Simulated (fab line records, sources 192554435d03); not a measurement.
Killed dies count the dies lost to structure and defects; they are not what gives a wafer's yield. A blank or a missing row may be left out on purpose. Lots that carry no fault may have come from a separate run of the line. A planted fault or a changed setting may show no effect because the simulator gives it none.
A struck lot beside a sound one + flow n5-finfet + 18 steps out of a route of 1938
Sound: wafers L974.2, L974.5, L974.6. The struck wafers were L976.1, L976.3, L976.4. The cause comes at the end.
Per side, at each step with rows, come the tool, then ch with its chambers, and then its first start. Under that, the readings that differ: sound wafers + struck wafers + difference of the means + sigmas: that difference in standard deviations of wafers without a fault.
alike: readings with means less than 2 such deviations apart, plus words and numbers identical on both sides. not compared: withheld readings, readings lacking a value on some wafer, bounds such as >300 that could conceal the same value, and numbers that have no deviation in the record and whose values overlap.
The two part at a step that has a row with sigmas, a row that says differs or no value, or rows on one side only. Non-overlapping numbers with no deviation appear without sigmas and do not part them. A reading missing from all wafers of one side parts the sides only when that side holds two or more wafers.

N5_BEOL_M13_THK_MEAS_50: measures by xrf.
  sound on film-metro-02 at day 11 12:50; struck on film-metro-02 at day 12 19:53
  alike: M13_THK
then, 1 step without rows for these wafers: N5_BEOL_M13_PRE_CLEAN_52 (time 15 s).
N5_BEOL_M13_DEP_53: deposits SiCN from 3MS/NH3, target thk 50 nm, time 17.8 s.
  sound on pecvd-03 ch 0,1, day 11 12:54; struck on pecvd-02 ch 0,2, day 12 19:56
  alike: showerhead-plenum-p-Torr, throttle-valve-pct
N5_BEOL_M13_RS_MEAS_54: a four-point-probe measurement.
  sound on film-metro-02 at day 11 12:58; struck on film-metro-01 at day 12 20:01
  alike: M13_RS
N5_BEOL_M13_INSPECT_55: inspects for defects (darkfield).
  sound on defect-inspect-01 at day 11 12:59; struck on defect-inspect-02 at day 12 20:02
  alike: raw-defect-count
N5_BEOL_M14_ILD_DEP_00: deposits SiO2 from TEOS/O2, target thk 1119.3 nm, time 237.4 s.
  sound on pecvd-01 ch 0,1, day 11 13:02; struck on pecvd-03 ch 0,1,2, day 12 20:04
  alike: heater-power-w, showerhead-plenum-p-Torr, throttle-valve-pct
N5_BEOL_M14_THK_MEAS_01:
  sound on film-metro-02 at day 11 13:13; struck on film-metro-01 at day 12 20:16
| reading          | sound          | struck         | difference | sigmas |
|------------------|----------------|----------------|------------|--------|
| M14_ILD_THK (nm) | 1131 1128 1152 | 1088 1108 1087 | -43        | -2     |
then, 5 steps without rows for these wafers: N5_BEOL_M14_COAT_58 (time 60 s, resist thk 89 nm); N5_BEOL_M14_COAT_04 (resist thk 800 nm); N5_BEOL_M14_EBR_06; N5_BEOL_M14_SOFTBAKE_05 (time 60 s); N5_BEOL_M14_EXPOSE_07 (exposes mask V13).
N5_BEOL_M14_PEB_08: peb time 90 s.
  sound on litho-track-03 ch 0, day 11 13:32; struck on litho-track-01 ch 0, day 12 20:35
| reading                  | sound                | struck               | difference | sigmas |
|--------------------------|----------------------|----------------------|------------|--------|
| heater-power-total-W (W) | 173.1 172.2 172.8    | 168.7 167.2 169.5    | -4.2       | -5     |
| plate-temp-C (C)         | 129.78 129.79 129.90 | 127.87 127.89 127.87 | -1.95      | -13    |
  alike: exhaust-pa
then, 2 steps without rows for these wafers: N5_BEOL_M14_DEVELOP_09 (develop time 45 s); N5_BEOL_M14_HARDBAKE_14 (time 120 s).
N5_BEOL_M14_CD_MEAS_10: target cd 250 nm.
  sound on cd-sem-01 ch 0, day 11 13:39; struck on cd-sem-01 ch 0, day 12 20:41
| reading    | sound             | struck            | difference | sigmas |
|------------|-------------------|-------------------|------------|--------|
| cd-nm (nm) | 250.8 251.3 252.8 | 240.2 238.7 242.5 | -11.2      | -8     |
N5_BEOL_M14_OVL_MEAS_11:
  sound on overlay-02 ch 0, day 11 13:41; struck on overlay-01 ch 0, day 12 20:43
  alike: V13_OVL
N5_PASSIVATION_PROBE_49:
  sound on prober-02 at day 12 19:14; struck on prober-02 at day 14 05:35
  alike: defect-limited-yield, killed_at_M0_to_M3, killed_at_M4_up, killed-at-contacts, killed-at-front-end, killed-at-other, killed-dies, killed-open, killed-short, sort_bin_5_function, sort_bin_6_memory, sort-n-pass, sort-yield-pct

## WHERE THEY PART
Last at N5_BEOL_M14_CD_MEAS_10 as far as this record goes, first at N5_BEOL_M14_THK_MEAS_01. Later steps at which nothing parts them and some readings are alike: N5_BEOL_M14_OVL_MEAS_11, N5_PASSIVATION_PROBE_49.

WHY: what the simulator had put in
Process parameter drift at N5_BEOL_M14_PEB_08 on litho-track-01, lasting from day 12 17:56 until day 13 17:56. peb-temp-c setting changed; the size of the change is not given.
